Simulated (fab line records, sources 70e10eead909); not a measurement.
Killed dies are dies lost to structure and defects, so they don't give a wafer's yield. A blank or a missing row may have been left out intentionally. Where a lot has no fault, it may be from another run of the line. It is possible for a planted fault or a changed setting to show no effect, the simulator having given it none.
fab line records	flow nandHarc
record lots=12	wafers=36	lastDay=33
route steps=1302 shown P_ZERO_WELL@19 P_STI@100 P_GATE@190
lots that met no fault: from a run of the same line without faults
startH: start of the lot's first displayed wafer, in hours after the record's first day	waitH: time in hours since the lot's previous step	" unchanged from the row above	L1.1+2: a single row standing in for several wafers	- no value present, or no start provided	* or withheld: withheld	< > ~ a bound
route shown NAME@n: a module of which the file shows steps, and the number in the route of the first	usual: average and standard deviation across the fault-free wafers	same: alike in all rows	chamber/n: place in a boat	sites: the reading at each site	_std_site: their standard deviation	_edge_site: inner sites' mean taken away from outer sites' mean	radiusMm: for every site, how far away it sits from the centre of the wafer	mask NAME#n: copy n	behind: tool/chamber where the wafer was last shaped	hold: the reason the lot was held/the length of the hold in hours/how it ended	device: names the non-switching transistor (n, p or np)	end of line: tests run on the same wafers once the route is complete	for a step that has no rows: nothing shown but its recipe	killed: dies lost to structure and defects at the first sort, not the wafer's yield	map: a wafer's dies, x killed, . not, _ none there
set.NAME: the setting the step ran with; set.NAME@STEP: the setting that earlier step ran with	model.NAME: the simulator's own value behind a step, which no gauge read
the route's steps for a sample of lots (tables are steps, rows are wafers)
services: when a tool's chamber went out of use (startH, in hours from the record's first day, below 0 if earlier), for how many hours, and the reason
## steps
# step NHARC_P_ZERO_WELL_ETCH_63
# recipe targetDepthA=1200	timeS=40.1	hbrFlowSccm=150	cl2FlowSccm=50	rfW=400	icpW=400	biasW=100	chemistry=HBr/Cl2
# usual drypumpMotorCurrentA=5.9/0.37	heBacksideLeakSccm=2.7/0.32	oesProductAu=1.001/0.0076	throttleValvePct=26.405/0.0091
# same timeS=40.1
lot.wafer	tool	chamber	startH	waitH	drypumpMotorCurrentA	heBacksideLeakSccm	oesProductAu	rfHoursCounterH	throttleValvePct
L994.2	rieSi-06	0	21.67	-	6.4	2.6	0.998	0.6	26.413
L994.1	"	2	"	"	5.4	2.5	0.998	0.9	26.398
L994.6	"	0	"	"	6.4	2.4	0.994	-	26.416
L995.3	rieSi-01	1	31.84	-	6.0	3.1	1.002	0.1	26.401
L995.1	"	3	"	"	5.3	2.9	1.001	0.1	26.394
L995.6	"	2	"	"	6.2	2.8	0.985	-	26.415
L996.2	rieSi-01	2	41.52	-	6.2	2.9	0.993	0.1	26.408
L996.3	"	3	"	"	5.3	2.9	1.004	0.1	26.421
L996.4	"	0	"	"	6.0	2.5	1.000	0.1	26.409
L997.1	rieSi-01	1	51.70	-	6.0	3.0	1.002	0.2	26.393
L997.6	"	2	"	"	6.3	2.8	1.000	-	26.414
L997.5	"	3	"	"	5.3	3.1	1.006	-	26.387
L101.1	rieSi-06	1	91.56	-	6.4	2.5	0.985	0.1	26.408
L101.3	"	2	"	"	5.4	2.4	1.002	0.1	26.395
L101.6	"	3	"	"	6.1	2.8	0.990	-	26.421
L102.2	rieSi-03	3	101.76	-	5.7	2.8	1.007	0.3	26.400
L102.1	"	1	"	"	6.2	2.4	1.007	0.2	26.404
L102.4	"	2	"	"	5.7	2.3	0.998	0.3	26.390
L103.1	rieSi-01	0	111.71	-	6.0	2.8	1.005	0.6	26.411
L103.5	"	0	"	"	6.0	2.6	1.006	-	26.419
L103.6	"	1	"	"	6.0	3.0	1.011	-	26.399
L106.3	rieSi-03	0	141.72	-	5.6	3.0	0.995	0.4	26.408
L106.1	"	1	"	"	6.3	2.5	0.998	0.4	26.409
L106.2	"	3	"	"	5.7	2.7	0.996	0.4	26.399
L109.3	rieSi-03	0	171.53	-	5.6	3.1	0.991	0.7	26.394
L109.5	"	0	"	"	5.6	3.2	1.004	-	26.406
L109.6	"	1	"	"	6.2	2.9	1.003	-	26.399
L114.4	rieSi-06	3	222.14	-	6.1	2.9	1.008	0.7	26.405
L114.1	"	0	"	"	6.4	2.7	1.008	0.7	26.393
L114.6	"	2	"	"	5.4	2.4	1.001	-	26.398
L115.2	rieSi-06	0	231.54	-	6.4	2.5	0.993	0.8	26.409
L115.1	"	2	"	"	5.4	2.4	0.988	0.8	26.406
L115.5	"	3	"	"	6.1	2.9	1.005	-	26.407
L116.3	rieSi-03	0	241.67	-	5.6	2.9	0.995	0.0	26.402
L116.1	"	2	"	"	5.7	2.3	0.997	0.0	26.401
L116.6	"	1	"	"	6.2	2.6	0.995	-	26.392
# step NHARC_P_ZERO_WELL_EXPOSE_21
# recipe na=0.6	targetCdNm=720	doseMj=22.31	maskId=P_NWELL
lot.wafer	tool	chamber	startH	waitH	mask
L994.1+2+6	krfScanner-03	0	22.30	-	P_NWELL#0
L995.1+3+6	krfScanner-04	0	32.61	-	P_NWELL#0
L996.2+3+4	krfScanner-02	0	42.30	-	P_NWELL#0
L997.1+5+6	krfScanner-04	0	52.43	-	P_NWELL#0
L101.1+3+6	krfScanner-02	0	92.32	-	P_NWELL#0
L102.1+2+4	krfScanner-02	0	102.40	-	P_NWELL#0
L103.1+5+6	krfScanner-04	0	112.48	-	P_NWELL#0
L106.1+2+3	krfScanner-02	0	142.49	-	P_NWELL_R1#0
L109.3+5+6	krfScanner-04	0	172.19	-	P_NWELL#0
L114.1+4+6	krfScanner-02	0	222.90	-	P_NWELL#0
L115.1+2+5	krfScanner-04	0	232.29	-	P_NWELL#0
L116.1+3+6	krfScanner-03	0	242.44	-	P_NWELL#0
# step NHARC_P_ZERO_WELL_CD_MEAS_24
# recipe targetCdNm=720	landingEnergyEv=500
# usual cdNm=719.5/1.5
lot.wafer	tool	chamber	startH	waitH	cdNm
L994.1	cdSem-02	0	22.46	-	717.9
L994.2	"	0	"	"	718.1
L994.6	"	0	"	"	717.2
L995.1	cdSem-01	0	32.76	-	722.0
L995.3	"	0	"	"	720.3
L995.6	"	0	"	"	723.1
L996.2	cdSem-03	0	42.45	-	719.1
L996.3	"	0	"	"	717.6
L996.4	"	0	"	"	719.2
L997.1	cdSem-02	0	52.58	-	719.0
L997.5	"	0	"	"	718.9
L997.6	"	0	"	"	721.0
L101.1	cdSem-02	0	92.47	-	719.6
L101.3	"	0	"	"	720.2
L101.6	"	0	"	"	717.8
L102.1	cdSem-01	0	102.56	-	719.2
L102.2	"	0	"	"	718.4
L102.4	"	0	"	"	720.6
L103.1	cdSem-02	0	112.63	-	721.1
L103.5	"	0	"	"	721.4
L103.6	"	0	"	"	721.0
L106.1	cdSem-02	0	142.64	-	683.7
L106.2	"	0	"	"	683.2
L106.3	"	0	"	"	684.2
L109.3	cdSem-02	0	172.34	-	719.7
L109.5	"	0	"	"	718.3
L109.6	"	0	"	"	717.3
L114.1	cdSem-02	0	223.06	-	718.1
L114.4	"	0	"	"	719.3
L114.6	"	0	"	"	717.6
L115.1	cdSem-02	0	232.45	-	720.0
L115.2	"	0	"	"	719.2
L115.5	"	0	"	"	718.0
L116.1	cdSem-01	0	242.60	-	719.3
L116.3	"	0	"	"	718.0
L116.6	"	0	"	"	718.6
# step NHARC_P_STI_CMP_21
# recipe tOverpolishS=20	targetThkNm=380.67
# usual edgeZonePressureFrac=1.000/0.0054	motorCurrentA=12.2/1.1	overpolishRunS=19.999/0.0085	retainingRingPressureFrac=1.000/0.0051
lot.wafer	tool	chamber	startH	waitH	edgeZonePressureFrac	motorCurrentA	overpolishRunS	retainingRingPressureFrac
L994.2	cmp-03	0	66.25	0.4	0.996	13.3	20.002	1.002
L994.1	"	2	"	"	1.003	11.2	19.982	0.998
L994.6	"	1	"	"	1.001	14.0	20.007	1.000
L995.1	cmp-01	0	73.69	0.4	1.001	12.5	20.005	0.997
L995.3	"	1	"	"	0.998	14.3	19.999	1.006
L995.6	"	1	"	"	1.003	13.2	19.998	1.004
L996.2	cmp-01	3	82.42	0.4	1.004	11.4	20.009	1.003
L996.3	"	0	"	"	1.004	13.0	20.006	0.997
L996.4	"	1	"	"	1.003	13.5	20.005	1.004
L997.1	cmp-03	1	92.04	0.4	1.006	12.8	19.992	1.007
L997.5	"	3	"	"	0.995	10.9	19.994	0.992
L997.6	"	0	"	"	1.006	13.4	19.999	1.004
L101.3	cmp-01	0	132.37	0.4	0.994	12.6	19.994	0.998
L101.1	"	2	"	"	0.996	12.3	19.994	0.996
L101.6	"	3	"	"	0.993	11.6	19.994	1.002
L102.1	cmp-03	2	150.49	0.4	0.999	10.8	20.007	1.004
L102.2	"	3	"	"	1.001	11.1	19.997	0.999
L102.4	"	0	"	"	0.994	13.2	19.990	1.001
L103.1	cmp-01	2	150.54	0.4	1.003	12.8	20.006	0.998
L103.6	"	3	"	"	1.005	11.0	19.985	1.006
L103.5	"	0	"	"	0.999	12.2	19.987	0.992
L106.1	cmp-02	1	182.57	0.4	1.002	11.5	20.000	0.994
L106.2	"	2	"	"	1.007	12.7	20.001	0.993
L106.3	"	0	"	"	0.993	12.2	20.006	1.002
L109.3	cmp-03	2	212.42	0.4	1.009	10.6	19.981	1.000
L109.6	"	1	"	"	0.998	13.4	20.010	0.994
L109.5	"	2	"	"	1.000	10.9	19.988	1.006
L114.4	cmp-02	0	274.01	0.4	1.002	12.5	19.989	1.004
L114.1	"	3	"	"	1.001	12.0	19.995	1.000
L114.6	"	1	"	"	0.988	12.2	19.992	0.999
L115.1	cmp-03	0	274.02	0.4	0.996	13.0	20.009	1.007
L115.2	"	3	"	"	0.985	10.5	19.999	1.004
L115.5	"	1	"	"	1.009	12.9	19.992	1.003
L116.1	cmp-01	3	282.56	0.4	1.006	10.9	19.983	1.004
L116.3	"	0	"	"	0.996	12.7	19.998	0.997
L116.6	"	1	"	"	0.997	13.1	20.001	1.004
# step NHARC_P_GATE_STRIP_76
# recipe powerW=1500	tempC=250	chemistry=O2
# usual drypumpMotorCurrentA=5.9/0.31	heaterPowerW=338/27	rfReflPowerW=27/5.8
lot.wafer	tool	chamber	startH	waitH	drypumpMotorCurrentA	heaterPowerW	rfHoursCounterH	rfReflPowerW
L994.2	plasmaAsher-01	1	115.74	0.2	6.1	347	23	36
L994.1	"	0	"	"	6.0	375	23	25
L994.6	"	1	"	"	6.1	356	-	36
L995.1	plasmaAsher-02	1	120.30	0.2	5.4	307	11	20
L995.3	"	1	"	"	5.4	316	-	20
L995.6	"	0	"	"	6.2	317	-	28
L996.2	plasmaAsher-01	1	129.64	0.2	6.1	359	25	36
L996.3	"	0	"	"	6.0	367	-	24
L996.4	"	1	"	"	6.1	353	-	37
L997.1	plasmaAsher-02	1	140.34	0.2	5.4	304	14	20
L997.6	"	0	"	"	6.2	318	-	27
L997.5	"	1	"	"	5.4	315	-	20
L101.1	plasmaAsher-02	0	180.48	0.2	6.2	323	25	29
L101.3	"	1	"	"	5.4	303	-	20
L101.6	"	0	"	"	6.2	328	-	26
L102.1	plasmaAsher-02	0	196.11	0.2	6.2	324	27	28
L102.2	"	1	"	"	5.4	313	27	20
L102.4	"	1	"	"	5.4	308	-	20
L103.1	plasmaAsher-02	1	196.52	0.2	5.4	297	27	20
L103.5	"	1	"	"	5.4	316	-	21
L103.6	"	0	"	"	6.2	314	-	27
L106.2	plasmaAsher-02	1	230.70	0.2	5.4	308	34	20
L106.1	"	0	"	"	6.2	322	34	26
L106.3	"	0	"	"	6.2	321	-	26
L109.3	plasmaAsher-01	1	256.69	0.1	6.1	351	-	36
L109.6	"	0	"	"	6.0	373	-	25
L109.5	"	1	"	"	6.1	356	-	36
L115.1	plasmaAsher-01	0	319.05	0.2	6.0	372	30	25
L115.2	"	1	"	"	6.1	361	30	36
L115.5	"	1	"	"	6.1	361	-	37
L114.1	plasmaAsher-02	1	319.79	0.2	5.4	304	13	20
L114.4	"	0	"	"	6.2	333	-	26
L114.6	"	0	"	"	6.2	325	-	26
L116.1	plasmaAsher-02	0	329.63	0.2	6.2	323	16	28
L116.3	"	0	"	"	6.2	336	-	28
L116.6	"	0	"	"	6.2	325	-	27
## services
tool	chamber	startH	hours	kind
krfScanner-04	-	10.00	4.0	pm
krfScanner-02	-	11.51	1.3	repair
plasmaAsher-02	-	11.83	3.6	repair
krfScanner-04	-	46.22	0.9	repair
cmp-03	-	50.27	0.3	repair
plasmaAsher-02	-	72.22	9.0	pm
cmp-03	-	86.09	4.0	pm
cmp-01	-	87.74	4.0	pm
krfScanner-02	-	94.00	4.0	pm
plasmaAsher-02	-	103.84	2.3	repair
cmp-01	-	139.29	7.7	repair
krfScanner-04	-	155.82	2.3	repair
cmp-01	-	161.47	3.9	repair
krfScanner-04	-	182.00	4.0	pm
cmp-03	-	184.09	4.0	pm
cmp-01	-	185.82	4.0	pm
cmp-03	-	202.53	1.7	repair
krfScanner-02	-	215.75	5.1	repair
plasmaAsher-02	-	242.15	0.3	repair
krfScanner-04	-	244.51	1.6	repair
plasmaAsher-02	-	249.22	9.0	pm
cmp-03	-	252.64	3.1	repair
krfScanner-02	-	266.00	4.0	pm
plasmaAsher-02	-	272.82	0.7	repair
## key
firstSign step=NHARC_P_ZERO_WELL_EXPOSE_21	reading=mask	direction=changed
effect step=NHARC_P_ZERO_WELL_CD_MEAS_24	reading=cdNm	direction=down	sigmas=25	usual=719.5	struck=683.7
metAt NHARC_P_ZERO_WELL_EXPOSE_21
struckLots L106
testerLeftOut L106
notActingAt NHARC_P_ZERO_WELL_ETCH_63,NHARC_P_STI_CMP_21,NHARC_P_GATE_STRIP_76
onsetBetween 102.40 142.49
fault kind=wrongMask	tool=any	chamber=-	onsetH=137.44	steps=NHARC_P_ZERO_WELL_EXPOSE_21	auxCopy=P_NWELL_R1#0	cdOffsetNm=-35.91	scope=struckLotsOnly
# testerLeftOut: of these lots the tester's yield and bins aren't shown, on N5 and GAA mostly nor the transistor test; their killed dies are dies lost to structure and defects alone, not to doping, threshold or leakage, so they don't give the yield
